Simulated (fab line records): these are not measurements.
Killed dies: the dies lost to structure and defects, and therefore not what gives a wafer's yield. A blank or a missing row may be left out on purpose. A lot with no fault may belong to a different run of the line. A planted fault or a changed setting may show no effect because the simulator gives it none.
Chamber matching | flow n5_finfet | N5_GATE_CUT_CMP_43 on cmp-04: 4 sister chambers
The step polishes SiO2. 4 wafers are shown with their chamber, then 10 later ones without.

WAFERS PAIRED WITH THEIR CHAMBERS
wafer  | chamber | motor_current_A (A)
L084.2 | 0       | 12.7
L084.5 | 2       | 13.3
L088.2 | 1       | 13.1
L088.3 | 3       | 15.0

WAFERS MISSING THEIR CHAMBER
wafer  | motor_current_A (A)
L088.4 | 13.9
L093.2 | 14.9
L093.3 | 13.5
L093.4 | 12.8
L094.3 | 14.2
L094.5 | 13.7
L094.6 | 12.5
L095.2 | 12.6
L095.5 | 15.0
L095.6 | 13.1

EACH ONE'S CHAMBER
wafer  | from the rows above               | in truth
L088.4 | can't be placed: 2 or 1 or 3 or 0 | 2
L093.2 | 3                                 | 3
L093.3 | can't be placed: 2 or 1 or 0      | 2
L093.4 | can't be placed: 0 or 1 or 2      | 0
L094.3 | can't be placed: 3 or 2 or 1 or 0 | 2
L094.5 | can't be placed: 2 or 1 or 0      | 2
L094.6 | can't be placed: 0 or 1 or 2      | 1
L095.2 | can't be placed: 0 or 1 or 2      | 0
L095.5 | 3                                 | 3
L095.6 | can't be placed: 1 or 2 or 0      | 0
2 of 10 placed correctly. From these rows, 8 cannot be placed; in 8 the true chamber is one of the candidates. Wrongly placed: 0.
How it was worked out, from the rows above alone: a wafer's distance from a chamber is the root of the sum, over the readings, of the square of ((its reading less the chamber's mean) divided by the reading's scatter). If the next closest chamber is less than 2 further off than the closest, the wafer can't be placed; otherwise it belongs to the closest. For every chamber, the mean is computed from those of its wafers that are shown. The scatter (one wafer shown for each chamber): square how far every hidden wafer sits from the nearest shown wafer, average those squares and take the square root.
